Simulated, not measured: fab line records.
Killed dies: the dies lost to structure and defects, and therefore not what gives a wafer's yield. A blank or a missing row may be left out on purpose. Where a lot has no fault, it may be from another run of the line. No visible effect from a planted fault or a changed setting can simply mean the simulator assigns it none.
Chamber matching -- flow n5_finfet -- 4 sister chambers for N5_MOL_CONTACT_COAG_VIA_ETCH_46 on rie_diel-05
The step etches SiO2 in C4F6/O2, target depth 46 nm, overetch 9.2 nm, time 40 s. 4 wafers are shown with their chamber, then 7 later ones without.

== WAFERS PAIRED WITH THEIR CHAMBERS ==
wafer,chamber,showerhead_plenum_p_Torr (Torr)
L108.5,1,2.82
L109.6,2,2.92
L114.1,3,2.93
L114.3,0,2.79

== WAFERS WITHOUT THEIR CHAMBER ==
wafer,showerhead_plenum_p_Torr (Torr)
L114.6,2.79
L123.1,2.91
L123.2,2.92
L123.5,2.78
L124.2,2.91
L124.3,2.78
L124.5,2.92

== THE CHAMBER EACH PASSED THROUGH ==
wafer,from the rows above,in truth
L114.6,0,0
L123.1,can't be placed: 2 or 3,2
L123.2,can't be placed: 2 or 3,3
L123.5,0,0
L124.2,can't be placed: 2 or 3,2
L124.3,0,0
L124.5,can't be placed: 2 or 3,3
Correctly placed: 3 of 7. From these rows, 4 cannot be placed; in 4 the true chamber is one of the candidates. Wrongly placed: 0.
How it was worked out, from the rows above alone: a wafer's distance from a chamber is the root of the sum, over the readings, of the square of ((its reading less the chamber's mean) divided by the reading's scatter). The wafer belongs to the nearest chamber; if the next one is less than 2 further off, it can't be placed. The mean given for a chamber averages the wafers shown for that chamber. The scatter (one wafer shown for each chamber): square how far every hidden wafer sits from the nearest shown wafer, average those squares and take the square root.
